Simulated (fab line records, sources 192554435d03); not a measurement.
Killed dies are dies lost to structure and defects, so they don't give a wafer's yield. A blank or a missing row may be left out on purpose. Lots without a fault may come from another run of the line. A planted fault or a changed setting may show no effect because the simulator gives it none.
Chamber matching | flow n5_finfet | N5_BEOL_M5_CO_CAP_78 on cvd_co-01: 3 sister chambers
The step material Co, precursor CCTBA/H2, target thk 2 nm, time 102.1 s. 3 wafers are shown with their chamber, then 8 later ones without.

WAFERS WITH THEIR CHAMBER
wafer  | chamber | heater_power_w (W)
L834.3 | 2       | 190
L834.4 | 0       | 236
L837.1 | 1       | 216

WAFERS WITHOUT THEIR CHAMBER
wafer  | heater_power_w (W)
L837.3 | 191
L837.5 | 194
L836.1 | 193
L836.3 | 215
L836.6 | 218
L838.1 | 187
L838.4 | 243
L838.5 | 217

WHICH CHAMBER EACH WENT THROUGH
wafer  | from the rows above | in truth
L837.3 | 2                   | 2
L837.5 | 2                   | 2
L836.1 | 2                   | 2
L836.3 | 1                   | 1
L836.6 | 1                   | 1
L838.1 | 2                   | 2
L838.4 | 0                   | 0
L838.5 | 1                   | 1
Placed correctly: 8 of 8. Can't be placed from these rows: 0. Placed wrongly: 0.
How it was worked out, from the rows above alone: a wafer's distance from a chamber is the root of the sum, over the readings, of the square of ((its reading less the chamber's mean) divided by the reading's scatter). The wafer belongs to the nearest chamber; if the next one is less than 2 further off, it can't be placed. A chamber's mean is the mean of its shown wafers. The scatter: with one shown wafer a chamber, the root of the mean of the squares of how far each hidden wafer lies from its nearest shown one.
